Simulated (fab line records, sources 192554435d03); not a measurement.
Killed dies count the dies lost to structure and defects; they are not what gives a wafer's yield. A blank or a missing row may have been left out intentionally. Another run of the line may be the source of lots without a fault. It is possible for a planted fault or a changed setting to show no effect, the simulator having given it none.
Which of the tools did it? ; flow n5_finfet ; 33 wafers from 11 lots sampled at 3 of the route's 1938 steps

== WHAT THE GAUGES SHOWED, per wafer ==
N5_BEOL_M4_INSPECT_59: inspects for defects (darkfield). Usual: raw_defect_count 75, standard deviation 23.
lot;measured;on;raw_defect_count;flag
L130;day 8 02:38;defect_inspect-01;73 55 66;
L131;day 8 07:09;defect_inspect-02;69 91 50;
L132;day 8 17:52;defect_inspect-02;70 68 70;
L135;day 9 07:04;defect_inspect-02;92 66 81;
L134;day 9 09:36;defect_inspect-01;91 78 70;
L141;day 10 23:34;defect_inspect-01;78 88 49;
L143;day 11 17:53;defect_inspect-01;64 61 55;
L147;day 11 22:13;defect_inspect-01;51 56 93;
L148;day 12 19:10;defect_inspect-01;94 95 69;
L150;day 13 15:03;defect_inspect-01;89 129 77;
L152;day 13 17:55;defect_inspect-01;92 102 87;

N5_BEOL_M5_THK_MEAS_01. Usual: M5_ILD_THK gives 120.6 nm (standard deviation 1.5).
lot;measured;on;M5_ILD_THK (nm);flag
L130;day 8 04:12;film_metro-02;121.8 120.2 119.6;
L131;day 8 08:43;film_metro-02;119.4 120.7 121.6;
L132;day 8 19:26;film_metro-01;117.7 122.4 120.7;
L135;day 9 08:37;film_metro-01;117.9 120.5 120.7;
L134;day 9 11:10;film_metro-01;119.4 120.6 123.6;
L141;day 11 01:29;film_metro-02;110.1 120.6 109.9;OFF
L143;day 11 19:29;film_metro-02;121.4 122.7 122.5;
L147;day 11 23:47;film_metro-02;119.1 120.4 121.7;
L148;day 12 20:43;film_metro-01;118.4 120.4 121.4;
L150;day 13 18:11;film_metro-02;119.1 121.3 120.6;
L152;day 13 20:55;film_metro-02;119.6 121.8 122.4;

== EACH LOT AND THE TOOL THAT RAN IT (in order: tool; ch and the chambers of the sampled wafers; start) ==
lot;N5_BEOL_M5_ILD_DEP_00
L130;pecvd-03 ch 0,1,2, day 8 03:38
L131;pecvd-01 ch 0,2, day 8 08:09
L132;pecvd-01 ch 0,2, day 8 18:52
L135;pecvd-04 ch 0,2, day 9 08:03
L134;pecvd-04 ch 0,1,2, day 9 10:36
L141;pecvd-04 ch 0,2, day 11 00:33
L143;pecvd-01 ch 0,1, day 11 18:53
L147;pecvd-03 ch 0,1,2, day 11 23:13
L148;pecvd-03 ch 0,1,2, day 12 20:09
L150;pecvd-01 ch 0,1,2, day 13 16:02
L152;pecvd-01 ch 0,1,2, day 13 18:54
- N5_BEOL_M5_ILD_DEP_00: deposits SiCOH lowk from DEMS/porogen, target thk 140.64 nm, time 25.9 s.

== AS READ BY THE TOOLS THEMSELVES (means over the sampled wafers that have a number; for cases with no such wafer, the mark the record gives instead) ==
N5_BEOL_M5_ILD_DEP_00. Usual: heater_power_w 301 W, standard deviation 60; showerhead_plenum_p_Torr 5.728 Torr, standard deviation 0.015; susceptor_temp_C 300.01 C, standard deviation 0.2; throttle_valve_pct 13.8 %, standard deviation 1.
lot;tool;heater_power_w (W);showerhead_plenum_p_Torr (Torr);susceptor_temp_C (C);throttle_valve_pct (%);flag
L130;pecvd-03;284;5.723;299.91;14.4;
L131;pecvd-01;269;5.746;300.11;13.2;
L132;pecvd-01;281;5.747;299.89;13.2;
L135;pecvd-04;380;5.720;299.86;13.5;
L134;pecvd-04;379;5.731;300.12;13.7;
L141;pecvd-04;401;5.746;312.71;13.7;OFF
L143;pecvd-01;259;5.721;299.85;14.3;
L147;pecvd-03;260;5.725;300.04;14.1;
L148;pecvd-03;285;5.730;299.81;14.2;
L150;pecvd-01;259;5.731;300.10;13.7;
L152;pecvd-01;269;5.733;300.06;13.6;

== THE ANSWER, worked out from the rows above alone ==
Rule: take the mean of a lot's wafers that have a number; if it is more than 3 standard deviations from the usual mean, the lot is off. Also off: a lot with no number at a reading for which 4 or more lots have one. Where the step has rows for the other lots, those lots are counted as sound. After the gauges, taken in route order, come the tools' own readings; for these a lot's mean is taken, as printed above. The first step at which some lot is off is used, and at that step the reading that is off furthest; a lot without a number counts as furthest.
Off: L141, at N5_BEOL_M5_THK_MEAS_01 (M5_ILD_THK).
A tool fits if, at a process step before that reading, it ran every lot that is off, and no sound lot after the first of them. The gauges at N5_BEOL_M5_THK_MEAS_01 aren't tried: what is off there is off at N5_BEOL_M5_ILD_DEP_00 too, on other tools, and a gauge's error can't cause that. One fits: pecvd-04 at N5_BEOL_M5_ILD_DEP_00. Its last sound lot is L134 (day 9 10:36), its first lot that is off L141 (day 11 00:33): a fault that began between those two fits.
The tool's own readings at N5_BEOL_M5_ILD_DEP_00 bear it out: on the lots that are off they differ by more than 5 times the standard deviation of the sound lots' means. susceptor_temp_C reads 312.71 C there against 299.98 C on the sound lots.

== WHAT HAD BEEN PUT IN BY THE SIMULATOR ==
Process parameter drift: pecvd-04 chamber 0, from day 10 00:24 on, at N5_BEOL_M5_ILD_DEP_00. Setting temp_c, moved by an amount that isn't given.
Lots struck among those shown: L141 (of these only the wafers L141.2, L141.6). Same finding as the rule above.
